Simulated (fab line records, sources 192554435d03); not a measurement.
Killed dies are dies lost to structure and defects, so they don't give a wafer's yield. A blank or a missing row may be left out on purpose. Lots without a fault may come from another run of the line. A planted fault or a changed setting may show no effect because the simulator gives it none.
Split-lot experiment | flow n5_finfet | 7 lots, 21 wafers read, on a route of 1938 steps

THE SPLIT
At N5_BEOL_M11_PECVD_70 (deposits SiO2 from TEOS/O2, target thk 20 nm, time 22.7 s), the setting time_s was moved away from the recipe's 22.7 s on 6 of the 21 wafers read, by -9.6% to +13.0%. The other wafers ran this setting at the recipe's value.

The reading is taken at the split's own step.

THE READING
SiO2_of_BEOL_M11_PECVD_70.thk_nm (the simulator's own value, which no gauge read), in nm, at N5_BEOL_M11_PECVD_70 (deposits SiO2 from TEOS/O2, target thk 20 nm, time 22.7 s). The file gives no usual value for it. The 15 wafers here that ran the recipe average 20.1 nm, standard deviation 0.3 nm.

wafer  | tool, chamber at the split | time_s as run, s | against the recipe | SiO2_of_BEOL_M11_PECVD_70.thk_nm, nm | against lot-mates on the recipe
L076.1 | pecvd-04, 2                | 22.7             | recipe             | 19.6                                 | -
L076.4 | pecvd-04, 2                | 24.51            | +8.0%              | 21.6                                 | +1.7
L076.6 | pecvd-04, 1                | 22.7             | recipe             | 20.2                                 | -
L079.1 | pecvd-04, 1                | 25.66            | +13.0%             | 22.2                                 | +2.3
L079.3 | pecvd-04, 2                | 22.7             | recipe             | 19.8                                 | -
L079.6 | pecvd-04, 2                | 22.7             | recipe             | 20                                   | -
L080.1 | pecvd-02, 2                | 20.52            | -9.6%              | 17.6                                 | -2.4
L080.3 | pecvd-02, 0,2              | 22.7             | recipe             | 20                                   | -
L080.4 | pecvd-02, 0,2              | 22.7             | recipe             | 20                                   | -
L082.2 | pecvd-01, 2                | 22.7             | recipe             | 19.8                                 | -
L082.3 | pecvd-01, 0                | 24.68            | +8.7%              | 21.6                                 | +1.8
L082.5 | pecvd-01, 1                | 24.68            | +8.7%              | 22                                   | +2.2
L086.2 | pecvd-01, 1,0              | 22.7             | recipe             | 20                                   | -
L086.3 | pecvd-01, 1,0              | 22.7             | recipe             | 20                                   | -
L086.5 | pecvd-01, 1                | 22.7             | recipe             | 20.6                                 | -
L089.2 | pecvd-02, 2                | 22.7             | recipe             | 19.6                                 | -
L089.4 | pecvd-02, 2                | 22.7             | recipe             | 20.2                                 | -
L089.6 | pecvd-02, 1                | 22.7             | recipe             | 20.4                                 | -
L090.1 | pecvd-02, 0                | 22.7             | recipe             | 20.2                                 | -
L090.5 | pecvd-02, 0                | 22.7             | recipe             | 20.6                                 | -
L090.6 | pecvd-02, 2                | 24.41            | +7.5%              | 22                                   | +1.6
Where a row lists several chambers, the file gives one row for several wafers and doesn't say which wafer went through which chamber.

THE FIT
A straight line over all 21 wafers: SiO2_of_BEOL_M11_PECVD_70.thk_nm changes by +0.206 nm for each +1% of time_s; r = +0.95; the points scatter about the line by 0.33 nm.
The same after taking each lot's own level away (the mean of its wafers on the recipe; 21 wafers): +0.214 nm for each +1%; r = +0.97; scatter 0.26 nm.
On that fit, the largest move of time_s shifts the reading by 2.8 nm.
The lots' own levels span 19.80 to 20.40 nm, that is 2.0 times the standard deviation above.
So the lot-to-lot level changes the slope little: the two slopes agree.
Check: with one of the wafers moved furthest among these (+13.0%) left out of the fit, the line predicts +2.98 nm for it against its lot-mates. It came out at +2.3 nm against them.

OTHER SPLITS ON THESE WAFERS
These wafers also went through other splits before the reading. Each is held against what the fit with the lots' levels taken away leaves over:
other split on the same wafers | wafers away from the commonest value | r with SiO2_of_BEOL_M11_PECVD_70.thk_nm (lot level and that fit taken away)
N5_BEOL_M11_ILD_DEP_00 time_s  | 9                                    | -0.07

THE FILE'S OWN FIT
SiO2_of_BEOL_M11_PECVD_70.thk_nm changes by +0.21 nm for each +1% of time_s, r = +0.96.
